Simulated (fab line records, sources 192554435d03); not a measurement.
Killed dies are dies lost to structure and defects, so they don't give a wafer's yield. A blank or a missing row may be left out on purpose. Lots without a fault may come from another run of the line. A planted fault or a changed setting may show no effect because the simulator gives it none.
Problem report in the 8D (eight disciplines) form, filled by code | flow n5_finfet | the parts of the form that need people (team, actions taken, sign-off) are left out

1. THE PROBLEM
susceptor_temp_C at N5_BEOL_M4_ALD_98 reads a mean of 97.09 C on 6 wafers of 2 lots; wafers without a fault read 100.00 C with a standard deviation of 0.13. That is -22 standard deviations from the usual mean.
The step: deposits SiO2, target thk 2.5 nm, pulse time 1 s, co reactant pulse time 1 s.
First seen on wafer L137.1, day 11 23:14, on ald_sin-04. The record holds 27 wafers of 9 lots with a number at this step. Rule for "out", or "out of limits": more than 4 standard deviations from the usual mean. The other wafers with a number count as sound.

2. WHAT IT IS AND WHAT IT IS NOT
question                    | is                     | is not
which readings at this step | susceptor_temp_C       | heater_power_w, precursor_pulse_height_rel
which lots                  | L137, L140             | L120, L123, L124, L125, L135, L136, L142
which wafers of those lots  | all that have a number | -
read on which tools         | ald_sin-04             | ald_sin-02, ald_sin-03
when                        | from day 11 23:14      | up to then (18 sound wafers); but 3 sound wafers of L142 came after

3. SUSPECTS, AND WHAT RULES EACH OUT
Counting: a tool at a process step up to the reading stays a suspect if it ran every lot that is out and no sound lot after the first of them.
- ald_sin-04 at N5_BEOL_M4_ALD_98 (deposits SiO2, target thk 2.5 nm, pulse time 1 s, co reactant pulse time 1 s): kept. It ran every lot that is out, first L137 (day 11 23:14), and no sound lot after that; its last sound lot up to then is L135 (day 11 02:39). Its own readings are out on those wafers: susceptor_temp_C.
Left after counting: ald_sin-04 at N5_BEOL_M4_ALD_98.

4. THE CAUSE (what the simulator had put in)
Process parameter drift: ald_sin-04, from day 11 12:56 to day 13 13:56, at N5_BEOL_M4_ALD_98. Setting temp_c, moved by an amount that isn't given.
Counting left only this tool.

5. THE CHAIN OF EFFECTS, in route order
Each row: a reading whose mean over the struck wafers that have a number lies more than 3 standard deviations from the usual. Only readings for which the record gives a usual standard deviation are gone through. hours: the time from each lot's start at the first step in this table that gives one to its start at this step, as a median over the lots. sigmas: the change in usual standard deviations.
hours | step              | reading          | usual    | on struck wafers | change | sigmas
0     | N5_BEOL_M4_ALD_98 | susceptor_temp_C | 100.00 C | 97.09            | -2.91  | -22
The process steps in it:
- N5_BEOL_M4_ALD_98: deposits SiO2, target thk 2.5 nm, pulse time 1 s, co reactant pulse time 1 s.
Later measuring or inspecting steps at which every struck wafer that the step has a row for has a number for every such reading, and none has moved that far: N5_BEOL_M4_RC_MEAS_101.

6. WHAT WOULD HAVE CAUGHT IT SOONER
In this record the first reading out of limits was taken at day 11 23:14, 10 hours after the fault began at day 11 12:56.
